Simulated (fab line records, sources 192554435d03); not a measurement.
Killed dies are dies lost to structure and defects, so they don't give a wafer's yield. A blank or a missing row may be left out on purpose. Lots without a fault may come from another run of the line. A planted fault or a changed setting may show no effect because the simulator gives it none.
fab line records | flow n5_finfet
record lots=11 wafers=31 last_day=15
route steps=1938 shown BEOL_M9@1415 PASSIVATION@1936
lots that met no fault: from a run of the same line without faults
start_h: hours from the record's first day to the start of the lot's first wafer shown | wait_h: hours since the lot's step before | " the same as in the row above | L1.1+2: a row that stands for several wafers | - no value, or no start given | * or withheld: withheld | < > ~ a bound
route shown NAME@n: a module of which the file shows steps, and the number in the route of the first | usual: mean/standard deviation of fault-free wafers | same: alike in all rows | chamber/n: place in a boat | sites: the reading at each site | _std_site: their standard deviation | _edge_site: outer sites' mean less inner sites' | radius_mm: how far each site lies from the wafer's centre | mask NAME#n: copy n | behind: the tool/chamber that last shaped the wafer | hold: why the lot was held/for how many hours/how that ended | device: the transistor (n, p or np) that didn't switch | end of line: the same wafers' tests at the end of the route | a step without rows: its recipe alone | killed: dies lost to structure and defects at the first sort, not the wafer's yield | map: a wafer's dies, x killed, . not, _ none there
set.NAME: the setting as run; set.NAME@STEP: as run at that earlier step | model.NAME: the simulator's own value behind a step, which no gauge read
steps of the route over a sample of lots; a table a step, a row a wafer
services: from which hour (start_h, from the record's first day; less than 0 if before it) a tool's chamber was out of use, for how many hours, and why
## steps
# step N5_BEOL_M9_OVL_MEAS_12
# recipe points_per_wafer=44
# usual M9_OVL=0.6/0.81
# columns lot.wafer tool chamber start_h wait_h M9_OVL[nm]
L867.1 overlay-01 0 198.32 0.0 1.0
L867.4 " 0 " " 1.5
L867.6 " 0 " " 1.4
L868.1 overlay-01 0 208.53 0.0 -0.7
L868.2 " 0 " " 0.0
L868.4 " 0 " " -0.1
L871.1 overlay-01 0 218.16 0.0 -0.5
L871.3 " 0 " " -0.3
L871.5 " 0 " " 0.6
L869.1 overlay-02 0 222.31 0.0 1.5
L869.3 " 0 " " 1.2
L869.5 " 0 " " 0.9
L875.1 overlay-01 0 252.55 0.0 0.7
L875.4 " 0 " " 0.5
L875.6 " 0 " " 0.8
L877.1 overlay-01 0 256.96 0.0 1.3
L877.2 " 0 " " 0.2
L877.3 " 0 " " 1.2
L878.2 overlay-01 0 275.21 0.0 1.4
L878.3 " 0 " " 1.1
L878.6 " 0 " " 2.2
L880.1 overlay-01 0 281.04 0.0 0.7
L880.2 " 0 " " 0.9
L880.5 " 0 " " 0.0
L879.3 overlay-01 0 281.25 0.0 0.3
L879.4 " 0 " " -0.2
L879.6 " 0 " " 0.2
L881.4 overlay-02 0 285.46 0.0 0.4
L881.6 " 0 " " 0.7
L883.2 overlay-02 0 303.57 0.0 0.9
L883.6 " 0 " " 0.6
# step N5_BEOL_M9_EXPOSE_25
# recipe mask_id=V8 na=0.33 source_shape=annular sigma_inner=0.4 sigma_outer=0.8 polarization=unpolarized dose_mj=37.25
# usual exposure_dose_mJ_cm2=37.24/0.056
# columns lot.wafer tool chamber start_h wait_h mask exposure_dose_mJ_cm2
L867.1 euv_scanner-02 0 200.15 - V8#0 37.29
L867.4 " 0 " " V8#0 37.24
L867.6 " 0 " " V8#0 37.26
L868.1 euv_scanner-01 0 209.36 - V8#0 37.17
L868.2 " 0 " " V8#0 37.21
L868.4 " 0 " " V8#0 37.15
L871.1 euv_scanner-01 0 219.90 - V8#0 37.15
L871.3 " 0 " " V8#0 37.13
L871.5 " 0 " " V8#0 37.16
L869.1 euv_scanner-02 0 223.42 - V8#0 37.22
L869.3 " 0 " " V8#0 37.27
L869.5 " 0 " " V8#0 37.30
L875.1 euv_scanner-02 0 253.55 - V8#0 37.23
L875.4 " 0 " " V8#0 37.23
L875.6 " 0 " " V8#0 37.28
L877.1 euv_scanner-02 0 259.48 - V8#0 37.35
L877.2 " 0 " " V8#0 37.25
L877.3 " 0 " " V8#0 37.28
L878.2 euv_scanner-02 0 275.99 - V8#0 37.35
L878.3 " 0 " " V8#0 37.28
L878.6 " 0 " " V8#0 37.35
L880.1 euv_scanner-02 0 285.52 - V8#0 37.27
L880.2 " 0 " " V8#0 37.30
L880.5 " 0 " " V8#0 37.28
L879.3 euv_scanner-02 0 286.01 - V8#0 37.28
L879.4 " 0 " " V8#0 37.24
L879.6 " 0 " " V8#0 37.32
L881.4 euv_scanner-02 0 286.56 - V8#0 37.26
L881.6 " 0 " " V8#0 37.23
L883.2 euv_scanner-02 0 308.88 - V8#0 37.26
L883.6 " 0 " " V8#0 37.29
# step N5_BEOL_M9_CD_MEAS_28
# recipe target_cd_nm=70 landing_energy_ev=500 detector=se_inlens polarity=opening
# usual cd_nm=70.0/0.3
# columns lot.wafer tool chamber start_h wait_h cd_nm
L867.1 cd_sem-01 0 200.28 - 69.8
L867.4 " 0 " " 70.1
L867.6 " 0 " " 69.7
L868.1 cd_sem-02 0 209.49 - 70.3
L868.2 " 0 " " 70.0
L868.4 " 0 " " 70.0
L871.1 cd_sem-01 0 220.03 - 69.8
L871.3 " 0 " " 70.1
L871.5 " 0 " " 70.0
L869.1 cd_sem-02 0 223.55 - 70.1
L869.3 " 0 " " 70.4
L869.5 " 0 " " 70.3
L875.1 cd_sem-02 0 253.68 - 70.2
L875.4 " 0 " " 70.2
L875.6 " 0 " " 69.6
L877.1 cd_sem-02 0 259.61 - 69.9
L877.2 " 0 " " 69.7
L877.3 " 0 " " 69.5
L878.2 cd_sem-02 0 276.11 - 70.1
L878.3 " 0 " " 69.8
L878.6 " 0 " " 70.8
L880.1 cd_sem-02 0 285.65 - 70.3
L880.2 " 0 " " 70.3
L880.5 " 0 " " 70.1
L879.3 cd_sem-02 0 286.12 - 70.1
L879.4 " 0 " " 70.5
L879.6 " 0 " " 69.8
L881.4 cd_sem-02 0 286.67 - 69.6
L881.6 " 0 " " 71.9
L883.2 cd_sem-01 0 309.00 - 69.9
L883.6 " 0 " " 71.3
# step N5_BEOL_M9_INSPECT_30
# recipe mode=adi inspect_instrument=brightfield
# usual raw_defect_count=369/82
# columns lot.wafer tool chamber start_h wait_h raw_defect_count
L867.1 defect_inspect-01 - 200.37 0.1 349
L867.4 " - " " 281
L867.6 " - " " 285
L868.1 defect_inspect-02 - 209.58 0.1 506
L868.2 " - " " 428
L868.4 " - " " 568
L871.1 defect_inspect-01 - 220.12 0.1 309
L871.3 " - " " 369
L871.5 " - " " 499
L869.1 defect_inspect-01 - 223.64 0.1 302
L869.3 " - " " 315
L869.5 " - " " 287
L875.1 defect_inspect-01 - 253.77 0.1 383
L875.4 " - " " 383
L875.6 " - " " 320
L877.1 defect_inspect-01 - 259.70 0.1 313
L877.2 " - " " 393
L877.3 " - " " 305
L878.2 defect_inspect-02 - 276.20 0.0 381
L878.3 " - " " 368
L878.6 " - " " 361
L880.1 defect_inspect-02 - 285.74 0.1 376
L880.2 " - " " 528
L880.5 " - " " 366
L879.3 defect_inspect-01 - 286.21 0.0 305
L879.4 " - " " 408
L879.6 " - " " 533
L881.4 defect_inspect-02 - 286.76 0.0 264
L881.6 " - " " 290
L883.2 defect_inspect-01 - 309.09 0.0 344
L883.6 " - " " 404
# step N5_BEOL_M9_ETCH_41
# recipe chemistry=CH3F/O2 target=SiCN target_depth_a=366 taper_deg=2 time_s=70.1 ion_energy_ev=120 mask_material=TiN pressure_mtorr=30 source_w=395 bias_w=75 Ar_flow_sccm=150 CH3F_flow_sccm=30 O2_flow_sccm=20
# usual drypump_motor_current_A=5.84/0.21 oes_product_au=0.79/0.09 rf_vpp_V=297.2/1.9 showerhead_plenum_p_Torr=2.00/0.084 throttle_valve_pct=16.41/0.24
# columns lot.wafer tool chamber start_h wait_h drypump_motor_current_A oes_product_au rf_hours_counter_h rf_vpp_V showerhead_plenum_p_Torr throttle_valve_pct
L867.1 rie_diel-04 3 - - 6.19 0.75 181 297.7 2.00 16.66
L867.4 " 1 " " 6.02 0.84 84 296.2 1.94 16.08
L867.6 " 3 " " 6.20 0.74 - 296.6 2.00 16.65
L868.1 rie_diel-03 0 - - 6.26 0.72 189 295.8 1.98 16.57
L868.2 " 3 " " 5.80 0.97 5 300.1 2.14 16.02
L868.4 " 2 " " 5.70 0.75 163 299.1 2.07 16.40
L871.1 rie_diel-05 3 - - 6.00 0.73 164 296.1 1.92 16.56
L871.3 " 2 " " 5.81 0.85 69 298.9 2.13 16.47
L871.5 " 0 " " 5.82 0.68 - 297.4 1.97 16.79
L869.1 rie_diel-04 1 - - 6.00 0.83 91 294.9 1.94 16.09
L869.3 " 2 " " 5.62 0.90 10 300.2 2.14 16.04
L869.5 " 0 " " 5.54 0.71 - 296.2 1.91 16.44
L875.1 rie_diel-03 0 - - 6.26 0.72 203 297.7 1.98 16.61
L875.4 " 2 " " 5.71 0.74 177 298.6 2.06 16.44
L875.6 " 2 " " 5.72 0.74 - 299.6 2.06 16.44
L877.1 rie_diel-05 1 - - 5.68 0.94 9 295.9 1.98 16.00
L877.2 " 2 " " 5.82 0.83 84 300.4 2.13 16.50
L877.3 " 3 " " 6.00 0.72 178 296.3 1.92 16.60
L878.2 rie_diel-03 2 - - 5.75 0.73 185 298.7 2.06 16.47
L878.3 " 0 " " 6.26 0.70 210 297.6 1.98 16.61
L878.6 " 1 " " 5.58 0.72 - 294.3 1.91 16.52
L880.1 rie_diel-05 3 - - 5.98 0.71 186 295.9 1.92 16.63
L880.2 " 0 " " 5.80 0.94 7 296.5 1.97 16.34
L880.5 " 0 " " 5.81 0.94 - 296.2 1.97 16.34
L879.3 rie_diel-03 0 - - 6.29 0.70 215 297.0 1.97 16.62
L879.4 " 2 " " 5.73 0.73 189 298.3 2.06 16.47
L879.6 " 1 " " 5.60 0.71 - 294.2 1.91 16.50
L881.4 rie_diel-03 1 - - 5.61 0.71 209 294.2 1.91 16.51
L881.6 " 3 " " 5.79 0.89 - 300.9 2.13 16.06
L883.2 rie_diel-05 3 - - 6.00 0.72 191 296.5 1.92 16.63
L883.6 " 2 " " 5.81 0.82 - 300.0 2.12 16.52
# step N5_PASSIVATION_PROBE_49
# usual defect_limited_yield=91.0/1.5 killed_at_M0_to_M3=34/11 killed_at_M4_up=14/5.3 killed_at_contacts=13/7 killed_at_front_end=41/13 killed_at_other=4/3.1 killed_dies=106/17 killed_on_rim=14/3.9 killed_open=70/12 killed_short=35/8 sort_bin_5_function=5.2/0.98 sort_bin_6_memory=3.4/0.69 sort_n_pass=1074/17 sort_yield_pct=91.0/1.5
# same gross_dies=1180 killed_at_back_side=0 sort_bin_4_leakage[%]=0 sort_bin_8_speed[%]=0
# columns lot.wafer tool chamber start_h wait_h defect_limited_yield[%] killed_at_M0_to_M3 killed_at_M4_up killed_at_contacts killed_at_front_end killed_at_other killed_dies killed_on_rim killed_open killed_short sort_bin_5_function[%] sort_bin_6_memory[%] sort_n_pass sort_yield_pct[%]
L881.4 prober-02 - 349.12 0.2 92.4 28 15 29 15 3 90 14 62 27 4.7 2.6 1090 92.4
L881.6 prober-02 - 349.22 0.3 90.9 37 15 13 37 5 107 18 69 37 5.4 3.4 1073 90.9
# killed by level:class
L881.4 MOL_CONTACT_COAG:geometric_particle:open=20 BEOL_M0_SAQP:geometric_particle:open=9 MOL_CONTACT_COAG:geometric_particle:short=8 BEOL_M0_SAQP:geometric_particle:short=8 BEOL_M4:geometric_particle:open=7 STI_FIN_REVEAL:geometric_particle:open=5 BEOL_M3:geometric_particle:open=5 GATE_CUT:geometric_particle:short=3
L881.6 MOL_CONTACT_COAG:geometric_particle:open=10 FIN_SAQP:geometric_particle:open=8 BEOL_M2:geometric_particle:open=8 BEOL_M3:geometric_particle:open=8 ILD0:geometric_particle:short=7 BEOL_M0_SAQP:geometric_particle:short=7 FIN_SAQP:geometric_particle:short=6 BEOL_M1:geometric_particle:open=6
## services
# columns tool chamber start_h hours kind
euv_scanner-01 - 179.60 1.0 pm
euv_scanner-02 - 185.52 5.8 pm
euv_scanner-01 - 195.35 0.2 repair
rie_diel-05 1 210.42 - clean
rie_diel-05 1 210.42 - consumable_replace:focus_ring
rie_diel-05 1 210.42 23.2 scheduled_down
rie_diel-05 1 210.42 23.2 vent_cycle
euv_scanner-02 - 215.19 1.0 pm
rie_diel-04 - 234.11 1.7 repair
euv_scanner-01 - 235.79 1.0 pm
rie_diel-04 0 248.92 19.3 repair
rie_diel-05 0 250.22 - clean
rie_diel-05 0 250.22 - consumable_replace:focus_ring
rie_diel-05 - 261.73 0.6 repair
rie_diel-05 - 266.08 0.8 repair
euv_scanner-02 - 268.43 4.6 pm
rie_diel-04 1 276.61 5.4 repair
rie_diel-04 - 281.45 0.4 repair
rie_diel-04 1 283.72 16.7 repair
euv_scanner-01 - 284.84 4.6 pm
euv_scanner-02 0 285.76 - calibration
rie_diel-05 1 290.76 9.6 repair
euv_scanner-01 - 291.90 1.0 pm
euv_scanner-01 - 303.68 12.0 pm
## key
first_sign step=N5_BEOL_M9_CD_MEAS_28 reading=cd_nm direction=up sigmas=5.3 usual=70.0 struck=71.6
effect none on later readings
met_at N5_BEOL_M9_EXPOSE_25
struck_lots L881,L883
struck_wafers L881.6,L883.6
not_acting_at N5_BEOL_M9_OVL_MEAS_12,N5_BEOL_M9_INSPECT_30,N5_BEOL_M9_ETCH_41
onset_between 286.01 286.56
fault kind=process_parameter_drift tool=euv_scanner-02 chamber=- onset_h=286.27 steps=N5_BEOL_M9_EXPOSE_25 channel=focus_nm offset=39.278 shape=step end_h=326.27 scope=struck_wafers_only
